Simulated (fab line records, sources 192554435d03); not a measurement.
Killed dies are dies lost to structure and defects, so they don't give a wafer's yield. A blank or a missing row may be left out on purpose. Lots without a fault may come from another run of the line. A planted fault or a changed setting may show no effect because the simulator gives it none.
Chamber matching | flow n5_finfet | N5_BEOL_M7_ILD_DEP_00 on pecvd-02: 3 sister chambers
The step deposits SiCOH lowk from DEMS/porogen, target thk 179.75 nm, time 33.4 s. 6 wafers are shown with their chamber, then 7 later ones without.

WAFERS WITH THEIR CHAMBER
wafer  | chamber | throttle_valve_pct (%) | heater_power_w (W)
L079.4 | 0       | 14.4                   | 265
L082.1 | 2       | 13.3                   | 332
L082.2 | 0       | 14.3                   | 312
L082.3 | 1       | 13.5                   | 282
L084.1 | 1       | 13.7                   | 306
L084.3 | 2       | 13.3                   | 351

WAFERS WITHOUT THEIR CHAMBER
wafer  | throttle_valve_pct (%) | heater_power_w (W)
L084.6 | 14.4                   | 291
L093.1 | 13.7                   | 265
L093.2 | 14.3                   | 307
L093.5 | 13.5                   | 277
L097.2 | 13.6                   | 278
L097.4 | 14.4                   | 304
L097.6 | 13.4                   | 311

WHICH CHAMBER EACH WENT THROUGH
wafer  | from the rows above     | in truth
L084.6 | 0                       | 0
L093.1 | 1                       | 1
L093.2 | 0                       | 0
L093.5 | 1                       | 1
L097.2 | 1                       | 1
L097.4 | 0                       | 0
L097.6 | can't be placed: 2 or 1 | 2
Placed correctly: 6 of 7. Can't be placed from these rows: 1 (the true chamber is among the candidates in 1). Placed wrongly: 0.
How it was worked out, from the rows above alone: a wafer's distance from a chamber is the root of the sum, over the readings, of the square of ((its reading less the chamber's mean) divided by the reading's scatter). The wafer belongs to the nearest chamber; if the next one is less than 2 further off, it can't be placed. A chamber's mean is the mean of its shown wafers. The scatter: the root of (the sum of the squares of (reading less its chamber's mean) over the shown wafers, divided by (wafers less chambers)).
